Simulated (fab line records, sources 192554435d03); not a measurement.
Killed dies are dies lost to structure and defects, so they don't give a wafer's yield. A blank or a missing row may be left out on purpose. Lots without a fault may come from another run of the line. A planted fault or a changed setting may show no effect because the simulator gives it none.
A struck lot beside a sound one | flow n5_finfet | 37 steps out of a route of 1938
Sound: wafers L528.3, L528.4, L528.6. Struck: wafers L511.2, L511.4, L511.5. The cause comes at the end.
At each step with rows: each side's tool, then ch and its chambers, then its first start. Under that, the readings that differ: sound wafers | struck wafers | difference of the means | sigmas: that difference in standard deviations of wafers without a fault.
alike: readings whose means differ by less than 2 such deviations, and words and numbers that are the same on both sides. not compared: withheld readings, readings that some wafer has no value for, bounds like >300 that may hide the same value, and numbers for which the record gives no deviation and whose values overlap.
The two part at a step that has a row with sigmas, a row that says differs or no value, or rows on one side only. Numbers that don't overlap but have no deviation are shown without sigmas and don't part them. A reading that every wafer of one side lacks parts them only if that side has two wafers or more.

first, 9 steps without rows for these wafers: N5_SDB_PRECLEAN_38 (cleans in dHF, time 10 s); N5_SDB_PRECLEAN_39 (cleans in O3/DIW, time 45 s); N5_SDB_SRD_28 (time 30 s); N5_SDB_ALD_29 (deposits SiNx, target thk 30 nm, pulse time 1 s, ald cycles 600); N5_SDB_CMP_30 (polishes, stops on poly-Si, t overpolish 1.54 s, target thk 30 nm); N5_DUMMY_REMOVAL_HM_STRIP_01 (strips SiNx in CH3F/O2, stops on poly-Si, target depth 4 nm, time 6.8 s); N5_DUMMY_REMOVAL_STRIP_10 (strips in N2/H2, time 40 s); N5_DUMMY_REMOVAL_PRECLEAN_07 (cleans in dHF, time 30 s); N5_DUMMY_REMOVAL_DUMMY_REMOVE_02 (chemistry TMAH, target poly-Si, stops on SiO2, target depth 142 nm, time 57 s, rinse time 30 s).
N5_DUMMY_REMOVAL_PRECLEAN_08: cleans in NF3:NH3, afs cycles 2, time 20 s, sublimation time 60 s.
  sound on remote_plasma-02 ch 1, day 8 23:43; struck on remote_plasma-02 ch 0, day 4 23:02
  alike: rf_power_w
then, 26 steps without rows for these wafers: N5_DUMMY_REMOVAL_PRECLEAN_04 (cleans in DHF, time 37 s); N5_DUMMY_REMOVAL_SRD_05 (time 30 s); N5_HKMG_FIN_IL_REGROW_00 (material SiO2, chemistry O3, target thk 0.75 nm, time 30 s); N5_HKMG_FIN_HK_ALD_01 (deposits HfO2, target thk 1.6 nm, pulse time 3 s, purge time 3 s); N5_HKMG_FIN_HK_ANNEAL_02 (time 30 s); N5_HKMG_FIN_ALD_74 (deposits La2O3, target thk 0.5 nm, pulse time 6 s, co reactant pulse time 1 s); N5_HKMG_FIN_ALD_75 (deposits Al2O3, target thk 1 nm, co reactant pulse time 1 s); N5_HKMG_FIN_COAT_41 (time 60 s, resist thk 300 nm); N5_HKMG_FIN_COAT_42 (time 60 s, resist thk 35 nm); N5_HKMG_FIN_COAT_43 (resist thk 90 nm); N5_HKMG_FIN_EBR_45; N5_HKMG_FIN_SOFTBAKE_44 (time 60 s); N5_HKMG_FIN_EXPOSE_46 (exposes mask NDIPOLE); N5_HKMG_FIN_PEB_47 (peb time 60 s); N5_HKMG_FIN_DEVELOP_48 (develop time 30 s); N5_HKMG_FIN_DESCUM_53 (chemistry O2, time 7.9 s); N5_HKMG_FIN_ETCH_54 (etches SiARC in CF4, target depth 45.5 nm, time 75.8 s); N5_HKMG_FIN_ETCH_55 (etches SOC in N2/H2, target depth 240 nm, time 300 s); N5_HKMG_FIN_STRIP_56 (strips in N2/H2); N5_HKMG_FIN_STRIP_57 (strips in CF4); N5_HKMG_FIN_ETCH_58 (etches SOC in N2/H2, target depth 215.8 nm, time 741 s); N5_HKMG_FIN_STRIP_93 (strips SOC in N2/H2, time 20 s); N5_HKMG_FIN_WET_ETCH_76 (etches Al2O3 in dNH4OH, stops on La2O3, target depth 2.25 nm, rinse time 30 s); N5_HKMG_FIN_STRIP_60 (strips in N2/H2, time 360 s); N5_HKMG_FIN_WET_ETCH_77 (etches La2O3 in dHCl, stops on HfO2, target depth 2 nm); N5_HKMG_FIN_WET_ETCH_78 (etches Al2O3 in dNH4OH, stops on La2O3, target depth 4.5 nm, rinse time 30 s).
-- the record jumps here: 9 days lie between the struck wafers' starts before and after (it left off in module HKMG_FIN and takes up again in module PASSIVATION, whose first step shown is number 1936 of the route) --
N5_PASSIVATION_PROBE_49:
  the record has rows for the struck wafers here (prober-01, day 13 12:26) and none for the sound ones

WHERE THEY PART
Only at N5_PASSIVATION_PROBE_49, within this record.

WHY: what the simulator had put in
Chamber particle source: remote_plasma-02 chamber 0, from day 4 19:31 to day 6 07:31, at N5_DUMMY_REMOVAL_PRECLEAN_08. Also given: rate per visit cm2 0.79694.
